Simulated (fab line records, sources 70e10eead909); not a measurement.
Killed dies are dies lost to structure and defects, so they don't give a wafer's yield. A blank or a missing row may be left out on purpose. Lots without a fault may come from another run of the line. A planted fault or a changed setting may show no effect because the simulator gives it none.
A struck lot beside a sound one | flow nand_harc | 15 steps out of a route of 1159
Sound: wafers L375.1, L375.2, L375.6. Struck: wafer L392.1. (L392.4 of the same lot was not struck and is left out.) The cause comes at the end.
At each step with rows: each side's tool, then ch and its chambers, then its first start. Under that, the readings that differ: sound wafers | struck wafers | difference of the means | sigmas: that difference in standard deviations of wafers without a fault.
alike: readings whose means differ by less than 2 such deviations, and words and numbers that are the same on both sides. not compared: withheld readings, readings that some wafer has no value for, bounds like >300 that may hide the same value, and numbers for which the record gives no deviation and whose values overlap.
The two part at a step that has a row with sigmas, a row that says differs or no value, or rows on one side only. Numbers that don't overlap but have no deviation are shown without sigmas and don't part them. A reading that every wafer of one side lacks parts them only if that side has two wafers or more.

first, 1 step without rows for these wafers: NHARC_A_CHANNEL_HOLE_D1_XSEM_31.
NHARC_A_CHANNEL_HOLE_D1_INSPECT_40:
  sound on defect_inspect-02, day 8 13:34; struck on defect_inspect-01, day 12 23:37
  alike: raw_defect_count
then, 2 steps without rows for these wafers: NHARC_A_CHANNEL_FILL_D1_PRECLEAN_00 (cleans in SC1); NHARC_A_CHANNEL_FILL_D1_SRD_01.
NHARC_A_CHANNEL_FILL_D1_ALD_02: deposits SiO2, target thk 6 nm, pulse time 10 s, ald cycles 60.
  sound on ald_hk-02 ch 1,2,3, day 8 13:54; struck on ald_hk-04 ch 1, day 12 23:58
  alike: heater_power_w, precursor_pulse_height_rel, susceptor_temp_C
then, 1 step without rows for these wafers: NHARC_A_CHANNEL_FILL_D1_ALD_03 (deposits SiNx, target thk 6 nm, pulse time 60 s, ald cycles 58).
NHARC_A_CHANNEL_FILL_D1_ALD_14: deposits SiO2, target thk 2.5 nm, pulse time 10 s, ald cycles 25.
  sound on ald_hk-03 ch 2,3, day 8 19:58; struck on ald_hk-03 ch 1, day 13 06:50
  reading            | sound       | struck | difference | sigmas
  heater_power_w (W) | 488 371 366 | 497    | +89        | +2
  alike: precursor_pulse_height_rel, susceptor_temp_C
then, 1 step without rows for these wafers: NHARC_A_CHANNEL_FILL_D1_ALD_15 (deposits SiNx, target thk 2 nm, pulse time 60 s, ald cycles 19).
NHARC_A_CHANNEL_FILL_D1_ALD_16: deposits SiO2, target thk 1.5 nm, pulse time 10 s, ald cycles 15.
  sound on ald_hk-02 ch 0,1,3, day 9 04:14; struck on ald_hk-04 ch 0, day 13 12:03
  alike: heater_power_w, precursor_pulse_height_rel, susceptor_temp_C
then, 2 steps without rows for these wafers: NHARC_A_CHANNEL_FILL_D1_ANNEAL_17 (time 1800 s); NHARC_A_CHANNEL_FILL_D1_CVD_18 (deposits poly-Si, target thk 3 nm).
NHARC_A_CHANNEL_FILL_D1_ETCHBACK_19: etches the open film in HBr/Cl2, target depth 5 nm, time 1.7 s.
  sound on rie_si-02 ch 0,2,3, day 9 16:25; struck on rie_si-03 ch 1, day 14 00:04
  alike: drypump_motor_current_A, oes_product_au, throttle_valve_pct
  not compared: rf_hours_counter_h
NHARC_A_CHANNEL_FILL_D1_ETCHBACK_20: etches the open film in C4F8/O2/Ar, target depth 27 nm, time 13.5 s.
  sound on rie_diel-01 ch 0,2,3, day 9 16:32; struck on rie_diel-01 ch 3, day 14 00:11
  reading          | sound          | struck | difference | sigmas
  run_length_s (s) | 34.7 34.8 34.6 | 27.5   | -7.2       | -16
  alike: oes_product_au, rf_vpp_V
  not compared: rf_hours_counter_h
NHARC_A_CHANNEL_FILL_D1_STRIP_28: strips in O2, time 20 s.
  sound on rie_diel-01 ch 0,1,3, day 9 16:37; struck on rie_diel-01 ch 1, day 14 00:17
  alike: drypump_motor_current_A, oes_product_au, rf_vpp_V, showerhead_plenum_p_Torr, throttle_valve_pct
  not compared: rf_hours_counter_h
-- the record jumps here: 9 days lie between the struck wafers' starts before and after (it left off in module A_CHANNEL_FILL_D1 and takes up again in module END, whose first step shown is number 1159 of the route) --
NHARC_END_SORT_01:
  the record has rows for the struck wafers here (prober-01 ch 0, day 23 06:28) and none for the sound ones

WHERE THEY PART
First at NHARC_A_CHANNEL_FILL_D1_ALD_14; last, within this record, at NHARC_END_SORT_01.

WHY: what the simulator had put in
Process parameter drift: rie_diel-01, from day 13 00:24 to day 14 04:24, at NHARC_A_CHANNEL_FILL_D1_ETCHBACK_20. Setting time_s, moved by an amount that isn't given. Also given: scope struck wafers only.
